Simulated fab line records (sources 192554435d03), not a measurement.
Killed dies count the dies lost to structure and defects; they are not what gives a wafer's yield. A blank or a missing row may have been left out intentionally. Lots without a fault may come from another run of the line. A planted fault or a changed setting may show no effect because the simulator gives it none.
Struck lot and sound lot, side by side -- flow n5 finfet -- 15 out of 1938 route steps
Sound: these wafers, L901.3, L901.5, L901.6. Struck: wafer L897.4. (L897.2 of the same lot was not struck and is left out.) The cause comes at the end.
Order at every step that has rows: each side's tool, ch and its chambers, its first start. Under that, the readings that differ: sound wafers -- struck wafers -- difference of the means -- sigmas: that difference in standard deviations of wafers without a fault.
alike: readings whose means differ by less than 2 such deviations, and words and numbers that are the same on both sides. not compared: withheld readings, readings that some wafer has no value for, bounds like >300 that may hide the same value, and numbers for which the record gives no deviation and whose values overlap.
Wherever a step has rows on one side only, a row that says differs or no value, or a row with sigmas, the two part there. Numbers that have no deviation but don't overlap get no sigmas and don't part them. Lack of a reading on every wafer of one side parts them only where that side has two or more wafers.

first, 6 steps without rows for these wafers: N5_BEOL_M4_COAT_22 (resist thk 30 nm); N5_BEOL_M4_EBR_24; N5_BEOL_M4_SOFTBAKE_23 (time 60 s); N5_BEOL_M4_EXPOSE_25 (exposes mask V3, defocus 5 nm); N5_BEOL_M4_PEB_26 (peb time 60 s); N5_BEOL_M4_DEVELOP_27 (develop time 30 s).
N5_BEOL_M4_CD_MEAS_28: target cd 26.2 nm, target cd y 24.1 nm.
  sound on cd sem-02 ch 0, day 15 01:38; struck on cd sem-01 ch 0, day 13 20:45
  alike: cd nm
N5_BEOL_M4_OVL_MEAS_29:
  sound on overlay-01 ch 0, day 15 01:41; struck on overlay-01 ch 0, day 13 20:47
  alike: V3_OVL
N5_BEOL_M4_INSPECT_30: inspects for defects (brightfield).
  sound on defect inspect-02 at day 15 01:44; struck on defect inspect-01 at day 13 20:50
  alike: raw defect count
N5_BEOL_M4_DESCUM_33: chemistry O2, time 7 s.
  sound on rie diel-04 ch 2,3, day 15 01:46; struck on rie diel-05 ch 1, day 13 21:56
  alike: drypump motor current A, oes product au, rf vpp V, showerhead plenum p Torr, throttle valve pct
  not compared: rf hours counter h
N5_BEOL_M4_ETCH_77: etches underlayer in N2/H2, target depth 6.5 nm, time 5.2 s.
  sound on rie diel-04 ch 2,3, day 15 01:47; struck on rie diel-05 ch 1, day 13 21:58
reading,sound,struck,difference,sigmas
rf vpp V (V),526.0 525.1 527.2,520.9,-5.2,-2
  alike: drypump motor current A, etch rf on time s, n2 flow sccm, oes product au, showerhead plenum p Torr, throttle valve pct
  not compared: rf hours counter h
N5_BEOL_M4_ETCH_69: etches SiARC in CF4, target depth 15.6 nm, time 26 s.
  sound on rie diel-04 ch 2,3, day 15 01:49; struck on rie diel-05 ch 1, day 13 21:59
  alike: drypump motor current A, etch rf on time s, oes product au, rf vpp V, showerhead plenum p Torr, throttle valve pct
  not compared: rf hours counter h
N5_BEOL_M4_ALD_98: deposits SiO2, target thk 2.5 nm, pulse time 1 s, co reactant pulse time 1 s.
  sound on ald sin-04 ch 0,3, day 15 01:53; struck on ald sin-01 ch 1, day 13 22:17
reading,sound,struck,difference,sigmas
ald cycles,17 17 17,31,+14,
heater power w (W),76 69 74,91,+18,+2
precursor pulse height rel,0.990 1.004 0.971,1.029,+0.041,+2
model.SiO2_of_BEOL_M4_ALD_98.thk nm (nm),2.4 2.6 2.6,4.6,+2.1,
N5_BEOL_M4_ETCHBACK_99: etches SiO2 in CHF3, target depth 5 nm, time 10.4 s.
  sound on rie diel-01 ch 0,3, day 16 10:42; struck on rie diel-04 ch 1, day 15 06:55
reading,sound,struck,difference,sigmas
throttle valve pct (%),16.78 16.78 16.80,17.23,+0.44,+2
  alike: drypump motor current A, oes_f_703_au, oes product au, rf vpp V, showerhead plenum p Torr
  not compared: rf hours counter h
N5_BEOL_M4_RC_MEAS_101:
  sound on prober-02 ch 0, day 16 15:40; struck on prober-01 ch 0, day 15 12:49
reading,sound,struck,difference,sigmas
IOFF_N (nA/um),0.22 0.22 0.27,0.13,-0.11,-2
SS_N (mV/dec),72.4 72.2 72.8,70.8,-1.7,-2
VT_N (mV),245 245 242,253,+9,+2
  alike: DIBL_N, DIBL_P, IOFF_P, ION_N, ION_P, SS_P, VT_P

WHERE THEY PART
At N5_BEOL_M4_ETCH_77 first; at N5_BEOL_M4_RC_MEAS_101 last (within this record only).

WHY: whatever the simulator had introduced
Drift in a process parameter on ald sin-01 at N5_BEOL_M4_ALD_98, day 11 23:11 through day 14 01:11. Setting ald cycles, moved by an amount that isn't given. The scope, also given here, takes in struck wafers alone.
